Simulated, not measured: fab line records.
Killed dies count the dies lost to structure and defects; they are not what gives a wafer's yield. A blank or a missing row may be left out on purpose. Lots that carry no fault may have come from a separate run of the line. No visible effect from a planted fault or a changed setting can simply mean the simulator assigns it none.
fab line records	flow n5_finfet
record: lots: 11	wafers: 32	last_day: 19
route steps=1938 shown BEOL_M6@1214 PASSIVATION@1936
lots that met no fault: from a run of the same line without faults
start_h: the number of hours between the record's first day and the start of the first shown wafer of the lot	wait_h: hours since the lot's step before	" as in the row above	L1.1+2: a single row standing in for several wafers	- no value, or no start was given	* or withheld: withheld	< > ~ a bound
route shown NAME@n: NAME is a module with steps in the file, n the number in the route of the first one	usual: average and standard deviation across the fault-free wafers	same: alike in all rows	chamber/n: place in a boat	sites: per-site readings	_std_site: the values' standard deviation	_edge_site: mean of outer sites minus mean of inner sites	radius_mm: for every site, how far away it sits from the centre of the wafer	mask NAME#n: copy n	behind: the last tool/chamber to shape the wafer	hold: what put the lot on hold/how long, in hours/how the hold closed	device: whichever transistor did not switch (one of n, p or np)	end of line: tests of these same wafers at the route's end	a step with no rows: only its recipe	killed: count of dies lost to structure and defects at first sort (not the wafer's yield)	map: a wafer's dies, marking killed ones x, the rest . and places with no die _
set.NAME: the run value of the setting; set.NAME@STEP: its run value at that earlier step	model.NAME: the simulator's own value behind a step, which no gauge read
the route's steps for a sample of lots (tables are steps, rows are wafers)
services: from which hour (start_h, from the record's first day; less than 0 if before it) a tool's chamber was out of use, for how many hours, and why
== steps ==
step: N5_BEOL_M6_STRIP_67
recipe: chemistry: CF4	resist: SiARC	power_w: 300	bias_power_w: 75	pressure_mtorr: 50	cf4_flow_sccm: 150	rf_frequency_hz: 6e+07
usual: drypump_motor_current_A: 5.8/0.48	oes_product_au: 0.81/0.078	power_w: 299.8/0.82	rf_vpp_V: 270.8/1.5	showerhead_plenum_p_Torr: 1.78/0.059	throttle_valve_pct: 13.59/0.23
lot.wafer	tool	chamber	start_h	wait_h	drypump_motor_current_A	oes_product_au	power_w	rf_hours_counter_h	rf_vpp_V	showerhead_plenum_p_Torr	throttle_valve_pct
L762.1	rie_diel-03	1	210.85	0.0	6.5	0.86	299.4	52	271.9	1.82	13.34
L762.2	"	0	"	"	6.0	0.82	298.1	81	268.4	1.75	13.60
L762.6	"	3	"	"	5.6	0.68	299.0	-	273.4	1.84	14.17
L767.2	rie_diel-03	0	278.26	0.0	6.0	0.81	300.6	101	270.5	1.75	13.64
L767.4	"	0	"	"	6.0	0.80	300.0	-	270.3	1.75	13.67
L767.5	"	2	"	"	6.7	0.80	299.5	-	271.9	1.81	13.70
L768.1	rie_diel-01	1	285.52	0.0	6.4	0.79	299.1	83	271.2	1.75	13.32
L768.2	"	3	"	"	5.1	0.74	300.1	197	268.2	1.64	13.52
L768.6	"	0	"	"	6.2	0.76	300.2	-	270.5	1.72	13.78
L769.1	rie_diel-05	1	292.11	0.0	6.2	0.88	298.5	48	271.1	1.76	13.41
L769.3	"	2	"	"	5.7	0.73	299.4	223	271.2	1.86	13.90
L776.2	rie_diel-05	2	327.85	0.0	5.6	0.72	299.8	233	273.3	1.86	13.92
L776.3	"	1	"	"	6.2	0.86	299.5	56	268.2	1.75	13.45
L776.5	"	1	"	"	6.2	0.86	300.0	-	270.6	1.75	13.45
L777.2	rie_diel-05	2	330.61	0.0	5.6	0.72	298.8	233	272.0	1.86	13.92
L777.4	"	0	"	"	5.4	0.80	300.4	95	270.8	1.82	13.56
L777.6	"	0	"	"	5.4	0.80	300.5	-	271.6	1.82	13.55
L779.1	rie_diel-01	2	356.51	0.0	5.4	0.98	299.3	5	272.2	1.82	13.28
L779.2	"	3	"	"	5.1	0.71	299.0	223	267.6	1.63	13.59
L779.4	"	0	"	"	6.2	0.73	300.9	-	268.4	1.71	13.86
L781.1	rie_diel-01	0	356.84	0.0	6.2	0.74	299.0	204	268.9	1.71	13.81
L781.3	"	2	"	"	5.4	0.97	300.0	-	272.7	1.82	13.30
L781.4	"	0	"	"	6.2	0.73	299.6	-	268.8	1.71	13.84
L780.2	rie_diel-05	3	360.24	0.0	5.5	0.85	299.4	59	268.9	1.75	13.27
L780.4	"	2	"	"	5.6	0.71	299.3	245	272.6	1.85	13.93
L780.6	"	0	"	"	5.3	0.78	298.6	-	271.6	1.82	13.59
L782.2	rie_diel-03	1	360.67	0.0	6.5	0.81	298.4	90	271.2	1.81	13.43
L782.5	"	3	"	"	5.6	0.89	299.6	-	271.2	1.83	13.66
L782.6	"	2	"	"	6.7	0.79	300.8	-	272.6	1.81	13.76
L783.2	rie_diel-03	0	366.00	0.0	6.0	0.79	299.5	122	270.8	1.74	13.71
L783.5	"	0	"	"	6.0	0.78	299.2	-	270.3	1.74	13.69
L783.6	"	3	"	"	5.6	0.90	299.8	-	270.7	1.83	13.68
step: N5_BEOL_M6_CD_MEAS_28
recipe: target_cd_nm: 40	landing_energy_ev: 500	detector: se_inlens
usual: cd_nm: 40.03/0.23
lot.wafer	tool	chamber	start_h	wait_h	cd_nm
L762.1	cd_sem-02	0	212.17	-	39.90
L762.2	"	0	"	"	39.99
L762.6	"	0	"	"	40.08
L767.2	cd_sem-03	0	280.36	-	39.98
L767.4	"	0	"	"	39.88
L767.5	"	0	"	"	39.80
L768.1	cd_sem-02	0	287.06	-	39.84
L768.2	"	0	"	"	40.06
L768.6	"	0	"	"	40.28
L769.1	cd_sem-01	0	294.91	-	39.90
L769.3	"	0	"	"	40.12
L776.2	cd_sem-02	0	328.97	-	40.39
L776.3	"	0	"	"	39.67
L776.5	"	0	"	"	39.85
L777.2	cd_sem-02	0	332.41	-	39.76
L777.4	"	0	"	"	40.49
L777.6	"	0	"	"	39.92
L779.1	cd_sem-02	0	357.32	-	40.03
L779.2	"	0	"	"	40.42
L779.4	"	0	"	"	39.93
L781.1	cd_sem-01	0	357.60	-	39.72
L781.3	"	0	"	"	39.86
L781.4	"	0	"	"	40.28
L780.2	cd_sem-01	0	360.77	-	39.97
L780.4	"	0	"	"	40.15
L780.6	"	0	"	"	40.13
L782.2	cd_sem-03	0	364.57	-	39.91
L782.5	"	0	"	"	40.45
L782.6	"	0	"	"	39.96
L783.2	cd_sem-02	0	366.76	-	40.12
L783.5	"	0	"	"	39.87
L783.6	"	0	"	"	40.12
step: N5_BEOL_M6_ETCH_72
recipe: chemistry: N2/H2	target: underlayer	target_depth_a: 65	mask_material: CAR-EUV	time_s: 5.2	ion_energy_ev: 200	pressure_mtorr: 30	source_w: 840	bias_w: 150	n2_flow_sccm: 200	h2_flow_sccm: 200	ends: cleared
usual: bias_w: 150.0/0.53	chamber_pressure_mTorr: 30.01/0.043	drypump_motor_current_A: 5.9/0.47	etch_rf_on_time_s: 5.18/0.11	oes_product_au: 0.68/0.055	rf_vpp_V: 522.9/2.8	showerhead_plenum_p_Torr: 2.51/0.087	throttle_valve_pct: 17.81/0.22
lot.wafer	tool	chamber	start_h	wait_h	bias_w	chamber_pressure_mTorr	drypump_motor_current_A	etch_rf_on_time_s	oes_product_au	rf_hours_counter_h	rf_vpp_V	showerhead_plenum_p_Torr	throttle_valve_pct
L762.1	rie_diel-05	1	212.49	0.0	148.7	30.00	6.2	5.21	0.77	30	523.7	2.47	17.58
L762.2	"	3	"	"	149.7	29.97	5.6	5.20	0.76	16	524.2	2.48	17.36
L762.6	"	2	"	"	150.9	29.93	5.6	5.01	0.64	-	522.8	2.63	18.04
L767.2	rie_diel-03	2	280.74	0.0	-	-	-	-	-	-	-	-	-
L767.4	"	0	"	"	-	-	-	-	-	-	-	-	-
L767.5	"	2	"	"	-	-	-	-	-	-	-	-	-
L768.1	rie_diel-05	2	287.22	0.0	-	-	-	-	-	-	-	-	-
L768.2	"	3	"	"	-	-	-	-	-	-	-	-	-
L768.6	"	1	"	"	-	-	-	-	-	-	-	-	-
L769.1	rie_diel-05	2	295.07	0.0	-	-	-	-	-	-	-	-	-
L769.3	"	1	"	"	-	-	-	-	-	-	-	-	-
L776.2	rie_diel-05	1	329.12	0.0	149.6	30.00	6.1	5.28	0.74	57	522.9	2.46	17.63
L776.3	"	0	"	"	149.8	29.98	5.3	5.24	0.69	94	525.4	2.56	17.77
L776.5	"	1	"	"	149.6	30.04	6.1	5.22	0.73	-	520.5	2.46	17.63
L777.2	rie_diel-01	1	332.58	0.0	150.5	29.97	6.5	5.06	0.67	99	522.8	2.48	17.69
L777.4	"	1	"	"	150.1	30.06	6.5	5.09	0.67	-	521.8	2.48	17.70
L777.6	"	3	"	"	150.5	30.00	5.1	5.16	0.61	-	516.0	2.30	17.59
L779.1	rie_diel-05	2	357.48	0.0	150.3	30.02	5.6	5.05	0.60	244	523.6	2.62	18.11
L779.2	"	1	"	"	149.9	29.97	6.2	5.27	0.72	67	519.9	2.46	17.67
L779.4	"	0	"	"	149.1	30.04	5.4	5.24	0.67	105	523.5	2.56	17.78
L781.1	rie_diel-05	0	357.87	0.0	150.4	29.94	5.3	5.21	0.68	105	524.2	2.56	17.79
L781.3	"	2	"	"	149.5	29.99	5.6	4.91	0.62	244	523.3	2.62	18.12
L781.4	"	1	"	"	150.1	30.06	6.2	5.13	0.72	67	519.3	2.46	17.63
L780.2	rie_diel-03	3	360.92	0.0	150.0	29.99	5.6	5.08	0.77	27	525.7	2.60	18.03
L780.4	"	0	"	"	149.4	29.99	6.0	5.21	0.66	120	523.0	2.45	18.11
L780.6	"	1	"	"	149.9	30.08	6.5	5.23	0.68	-	522.9	2.57	17.68
L782.2	rie_diel-03	2	364.82	0.0	149.8	29.94	6.8	5.18	0.68	109	524.6	2.56	17.98
L782.5	"	2	"	"	150.2	29.97	6.7	5.12	0.68	-	523.8	2.56	17.98
L782.6	"	3	"	"	149.4	30.05	5.6	5.17	0.76	-	522.9	2.60	18.03
L783.2	rie_diel-05	0	367.24	0.0	150.2	29.98	5.4	5.24	0.67	108	524.1	2.55	17.78
L783.5	"	3	"	"	149.9	30.05	5.6	5.24	0.71	-	520.3	2.46	17.44
L783.6	"	0	"	"	150.1	29.94	5.4	5.21	0.67	-	525.0	2.55	17.80
step: N5_BEOL_M6_ETCH_65
recipe: chemistry: CF4	target: SiARC	target_depth_a: 156	mask_material: CAR-EUV	time_s: 26	ion_energy_ev: 80	pressure_mtorr: 40	source_w: 545	bias_w: 36	Ar_flow_sccm: 100	cf4_flow_sccm: 100	ends: cleared
usual: bias_w: 35.99/0.12	cf4_flow_sccm: 100.0/0.31	drypump_motor_current_A: 5.9/0.48	etch_rf_on_time_s: 25.9/0.65	mfc_ar_sccm: 99.99/0.28	oes_product_au: 0.68/0.055	rf_vpp_V: 183.8/1.2	showerhead_plenum_p_Torr: 2.12/0.07	throttle_valve_pct: 15.61/0.2
lot.wafer	tool	chamber	start_h	wait_h	bias_w	cf4_flow_sccm	drypump_motor_current_A	etch_rf_on_time_s	mfc_ar_sccm	oes_product_au	rf_hours_counter_h	rf_vpp_V	showerhead_plenum_p_Torr	throttle_valve_pct
L762.1	rie_diel-05	1	212.51	0.0	35.84	100.2	6.2	26.1	99.76	0.77	30	183.3	2.10	15.46
L762.2	"	3	"	"	35.80	99.7	5.5	26.2	100.06	0.78	16	183.6	2.11	15.24
L762.6	"	2	"	"	36.07	99.5	5.6	24.6	99.92	0.65	-	185.5	2.22	15.83
L767.2	rie_diel-03	2	280.76	0.0	35.74	99.7	6.7	25.0	99.69	0.70	88	183.8	2.17	15.79
L767.4	"	0	"	"	35.98	99.8	6.0	26.4	100.19	0.68	-	184.3	2.08	15.69
L767.5	"	2	"	"	35.98	99.8	6.7	25.2	99.83	0.70	-	183.2	2.17	15.78
L768.1	rie_diel-05	2	287.23	0.0	35.76	100.0	5.6	24.9	100.64	0.64	221	185.4	2.21	15.86
L768.2	"	3	"	"	36.25	99.7	5.6	26.2	99.73	0.74	33	184.9	2.10	15.27
L768.6	"	1	"	"	36.00	100.3	6.2	26.0	100.46	0.75	-	183.0	2.10	15.47
L769.1	rie_diel-05	2	295.08	0.0	35.70	100.2	5.6	25.0	100.06	0.63	224	185.1	2.21	15.87
L769.3	"	1	"	"	35.86	100.0	6.2	26.0	99.84	0.74	48	183.3	2.09	15.46
L776.2	rie_diel-05	1	329.14	0.0	35.99	99.4	6.2	26.3	99.99	0.73	57	184.1	2.09	15.50
L776.3	"	0	"	"	36.12	99.5	5.3	26.3	100.10	0.68	94	183.2	2.18	15.61
L776.5	"	1	"	"	36.08	100.1	6.1	26.2	100.26	0.73	-	184.4	2.09	15.50
L777.2	rie_diel-01	1	332.59	0.0	36.06	100.2	6.5	25.2	100.08	0.68	99	182.7	2.08	15.35
L777.4	"	1	"	"	36.18	100.4	6.5	25.2	100.10	0.68	-	184.2	2.08	15.34
L777.6	"	3	"	"	35.93	99.6	5.1	26.2	99.77	0.62	-	181.5	1.95	15.54
L779.1	rie_diel-05	2	357.49	0.0	36.08	100.2	5.6	24.6	99.93	0.63	244	184.8	2.20	15.91
L779.2	"	1	"	"	36.04	100.2	6.2	26.1	100.13	0.72	67	182.5	2.09	15.49
L779.4	"	0	"	"	36.17	100.5	5.3	26.1	100.07	0.67	105	184.8	2.17	15.65
L781.1	rie_diel-05	0	357.89	0.0	36.06	99.8	5.4	26.0	100.08	0.67	105	185.7	2.17	15.63
L781.3	"	2	"	"	35.78	99.6	5.6	24.5	100.03	0.62	244	183.7	2.20	15.91
L781.4	"	1	"	"	35.92	99.8	6.2	26.0	100.22	0.73	67	183.1	2.09	15.51
L780.2	rie_diel-03	3	360.94	0.0	36.10	99.8	5.6	25.8	99.54	0.78	27	184.6	2.19	15.74
L780.4	"	0	"	"	35.80	100.2	6.0	26.2	100.17	0.67	120	183.9	2.07	15.72
L780.6	"	1	"	"	35.92	100.4	6.5	26.3	99.73	0.68	-	182.6	2.16	15.47
L782.2	rie_diel-03	2	364.83	0.0	36.05	100.1	6.7	25.4	100.28	0.67	109	185.0	2.16	15.82
L782.5	"	2	"	"	36.07	100.4	6.7	25.4	99.83	0.68	-	184.8	2.16	15.81
L782.6	"	3	"	"	35.97	100.0	5.6	26.3	99.85	0.76	-	183.5	2.19	15.73
L783.2	rie_diel-05	0	367.25	0.0	36.07	101.0	5.4	26.0	99.97	0.67	108	185.1	2.17	15.64
L783.5	"	3	"	"	36.04	99.8	5.5	26.0	100.16	0.71	-	182.8	2.09	15.31
L783.6	"	0	"	"	36.23	100.0	5.4	25.8	99.82	0.67	-	184.3	2.17	15.65
step: N5_PASSIVATION_PROBE_49
usual: defect_limited_yield: 90.9/1.4	killed_at_M0_to_M3: 38/11	killed_at_M4_up: 13/5.9	killed_at_contacts: 14/6.4	killed_at_front_end: 38/11	killed_at_other: 3.3/2.5	killed_dies: 107/16	killed_open: 70/12	killed_short: 35/7.7	sort_bin_5_function: 5.3/0.94	sort_bin_6_memory: 3.5/0.7	sort_bin_8_speed: 0.00/0.007	sort_n_pass: 1073/16	sort_yield_pct: 90.9/1.4
same: gross_dies: 1180	killed_at_back_side: 0	sort_bin_4_leakage[%]: 0
lot.wafer	tool	chamber	start_h	wait_h	defect_limited_yield[%]	killed_at_M0_to_M3	killed_at_M4_up	killed_at_contacts	killed_at_front_end	killed_at_other	killed_dies	killed_open	killed_short	sort_bin_5_function[%]	sort_bin_6_memory[%]	sort_bin_8_speed[%]	sort_n_pass	sort_yield_pct[%]
L762.1	prober-01	-	294.32	0.0	91.9	21	14	3	51	7	96	65	31	4.4	3.6	0	1084	91.9
L762.2	prober-01	-	294.37	0.1	90.4	38	7	6	59	3	113	66	47	5.9	3.2	0	1067	90.4
L762.6	prober-01	-	294.57	0.3	93.3	17	17	8	34	3	79	44	34	4.4	2.2	0	1101	93.3
L776.2	prober-01	-	417.40	0.1	89.4	72	15	14	23	1	125	87	36	5.0	5.1	0	1055	89.4
L776.3	prober-01	-	417.45	0.1	89.3	53	11	12	44	6	126	86	39	5.8	4.6	0	1054	89.3
L776.5	prober-01	-	417.55	0.2	90.3	75	6	10	21	3	115	68	47	5.9	3.5	0	1065	90.3
L777.2	prober-02	-	424.46	0.1	90.6	50	12	22	24	3	111	73	32	6.1	2.8	0	1069	90.6
L777.4	prober-02	-	424.56	0.2	90.3	47	11	15	41	0	114	82	31	5.7	3.5	0	1066	90.3
L777.6	prober-02	-	424.66	0.3	91.6	37	20	14	24	4	99	67	30	4.9	3.1	0	1081	91.6
L780.2	prober-01	-	459.15	0.1	92.9	22	17	12	31	2	84	56	25	4.1	3.0	0	1096	92.9
L780.4	prober-01	-	459.25	0.2	89.9	30	4	29	54	2	119	80	37	5.8	3.4	0	1061	89.9
L780.6	prober-01	-	459.35	0.3	91.0	34	8	22	39	3	106	69	34	5.4	3.1	0	1074	91.0
L779.1	prober-02	-	461.48	0.0	88.7	60	16	6	48	3	133	75	55	7.0	3.9	0	1047	88.7
L779.2	prober-02	-	461.53	0.1	89.5	54	5	11	51	3	124	81	42	6.2	4.0	0	1056	89.5
L779.4	prober-02	-	461.63	0.2	88.9	43	14	17	51	6	131	86	45	5.8	4.8	0	1049	88.9
killed by level:class
L762.1 STI_FIN_REVEAL:geometric_particle:open=17 FIN_SAQP:geometric_particle:short=11 BEOL_M1:geometric_particle:open=6 FIN_SAQP:geometric_particle:open=5 BEOL_M0_SAQP:geometric_particle:short=5 STI_FIN_REVEAL:geometric_particle:short=4 GATE_CUT:geometric_particle:open=4 BEOL_M2:geometric_particle:open=4
L762.2 FIN_SAQP:geometric_particle:short=17 STI_FIN_REVEAL:geometric_particle:open=16 BEOL_M1:geometric_particle:open=9 BEOL_M3:geometric_particle:open=6 FIN_SAQP:geometric_particle:open=6 BEOL_M0_SAQP:geometric_particle:short=5 GATE_CUT:geometric_particle:open=4 MOL_CONTACT_COAG:geometric_particle:open=4
L762.6 FIN_SAQP:geometric_particle:short=9 MOL_CONTACT_COAG:geometric_particle:open=6 BEOL_M4:geometric_particle:open=6 STI_FIN_REVEAL:geometric_particle:open=5 BEOL_M5:geometric_particle:open=5 STARTING-WAFER:geometric_particle:short=5 GATE_CUT:geometric_particle:short=4 BEOL_M2:geometric_particle:open=4
L776.2 BEOL_M0_SAQP:geometric_particle:open=14 BEOL_M2:geometric_particle:open=14 BEOL_M0_SAQP:geometric_particle:short=12 MOL_CONTACT_COAG:geometric_particle:open=10 BEOL_M1:geometric_particle:open=10 BEOL_M0:geometric_particle:open=9 FIN_SAQP:geometric_particle:short=4 FIN_SAQP:geometric_particle:open=4
L776.3 BEOL_M0_SAQP:geometric_particle:open=15 FIN_SAQP:geometric_particle:open=11 BEOL_M1:geometric_particle:open=11 FIN_SAQP:geometric_particle:short=8 MOL_CONTACT_COAG:geometric_particle:open=8 BEOL_M0_SAQP:geometric_particle:short=8 BEOL_M2:geometric_particle:open=7 ILD0:geometric_particle:open=5
L776.5 BEOL_M0_SAQP:geometric_particle:short=26 BEOL_M0_SAQP:geometric_particle:open=25 MOL_CONTACT_COAG:geometric_particle:open=9 BEOL_M0:geometric_particle:open=7 FIN_SAQP:geometric_particle:open=6 BEOL_M1:geometric_particle:open=4 BEOL_M2:geometric_particle:open=4 FIN_SAQP:geometric_particle:short=3
L777.2 BEOL_M3:geometric_particle:open=18 MOL_CONTACT_COAG:geometric_particle:open=15 BEOL_M0_SAQP:geometric_particle:open=8 BEOL_M0_SAQP:geometric_particle:short=8 MOL_CONTACT_COAG:geometric_particle:short=7 BEOL_M1:geometric_particle:open=7 STI_FIN_REVEAL:geometric_particle:open=4 BEOL_M1:geometric_particle:short=4
L777.4 STI_FIN_REVEAL:geometric_particle:open=17 MOL_CONTACT_COAG:geometric_particle:open=11 BEOL_M1:geometric_particle:open=10 BEOL_M2:geometric_particle:open=9 BEOL_M3:geometric_particle:open=9 GATE_CUT:geometric_particle:short=7 BEOL_M0_SAQP:geometric_particle:open=6 STI_FIN_REVEAL:geometric_particle:short=5
L777.6 MOL_CONTACT_COAG:geometric_particle:open=12 BEOL_M3:geometric_particle:open=11 FIN_SAQP:geometric_particle:short=5 STI_FIN_REVEAL:geometric_particle:open=5 BEOL_M0_SAQP:geometric_particle:short=5 BEOL_M4:geometric_particle:open=5 DUMMY_GATE:geometric_particle:open=4 BEOL_M0:geometric_particle:open=4
L780.2 BEOL_M4:geometric_particle:open=9 MOL_CONTACT_COAG:geometric_particle:open=8 FIN_SAQP:geometric_particle:short=7 FIN_SAQP:geometric_particle:open=7 BEOL_M0_SAQP:geometric_particle:open=5 BEOL_M0:geometric_particle:open=5 GATE_CUT:geometric_particle:short=4 MOL_CONTACT_COAG:geometric_particle:short=4
L780.4 MOL_CONTACT_COAG:geometric_particle:open=25 FIN_SAQP:geometric_particle:short=8 FIN_SAQP:geometric_particle:open=8 BEOL_M0_SAQP:geometric_particle:open=8 STI_FIN_REVEAL:geometric_particle:open=7 ILD0:geometric_particle:open=5 GATE_CUT:geometric_particle:short=5 BEOL_M3:geometric_particle:open=5
L780.6 FIN_SAQP:geometric_particle:open=18 MOL_CONTACT_COAG:geometric_particle:open=15 FIN_SAQP:geometric_particle:short=11 BEOL_M2:geometric_particle:open=10 BEOL_M0_SAQP:geometric_particle:open=6 MOL_CONTACT_COAG:geometric_particle:short=5 BEOL_M0_SAQP:geometric_particle:short=5 BEOL_M0:geometric_particle:open=4
L779.1 FIN_SAQP:geometric_particle:short=21 BEOL_M1:geometric_particle:open=13 BEOL_M0_SAQP:geometric_particle:short=11 BEOL_M2:geometric_particle:open=11 FIN_SAQP:geometric_particle:open=10 BEOL_M4:geometric_particle:open=9 BEOL_M3:geometric_particle:open=8 BEOL_M1:geometric_particle:short=4
L779.2 FIN_SAQP:geometric_particle:open=18 FIN_SAQP:geometric_particle:short=12 MOL_CONTACT_COAG:geometric_particle:open=10 BEOL_M3:geometric_particle:open=10 STI_FIN_REVEAL:geometric_particle:open=8 BEOL_M1:geometric_particle:open=8 BEOL_M1:geometric_particle:short=8 BEOL_M2:geometric_particle:open=8
L779.4 FIN_SAQP:geometric_particle:open=19 FIN_SAQP:geometric_particle:short=15 BEOL_M1:geometric_particle:open=13 MOL_CONTACT_COAG:geometric_particle:open=12 BEOL_M2:geometric_particle:open=10 GATE_CUT:geometric_particle:open=5 MOL_CONTACT_COAG:geometric_particle:short=5 BEOL_M4:geometric_particle:open=5
== services ==
tool	chamber	start_h	hours	kind
rie_diel-03	3	227.88	-	clean
rie_diel-03	3	227.88	-	consumable_replace:focus_ring
rie_diel-03	3	227.88	18.7	scheduled_down
rie_diel-03	3	227.88	18.7	vent_cycle
rie_diel-05	2	229.83	7.1	repair
rie_diel-03	-	322.81	14.6	pm
rie_diel-01	2	329.64	-	clean
rie_diel-01	2	329.64	-	consumable_replace:focus_ring
rie_diel-01	2	329.64	14.3	scheduled_down
rie_diel-01	2	329.64	14.3	vent_cycle
rie_diel-01	1	341.15	22.0	repair
rie_diel-05	2	349.12	1.4	repair
== key ==
first_sign: step: N5_BEOL_M6_ETCH_72	reading: tool_record	direction: missing
effect none on later readings
met_at N5_BEOL_M6_ETCH_72
struck_lots L767,L768,L769
rows_end L767.2,L767.4,L767.5,L768.1,L768.2,L768.6
not_acting_at N5_BEOL_M6_STRIP_67,N5_BEOL_M6_CD_MEAS_28,N5_BEOL_M6_ETCH_65
onset_between 212.49 280.74
fault: kind: skipped_step_whole	tool: rie_diel-03,rie_diel-05	chamber: -	onset_h: 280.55	steps: N5_BEOL_M6_ETCH_72	scope: struck_lots_only
rows_end: these wafers met a further fault down the route, and their rows from its step on are left out
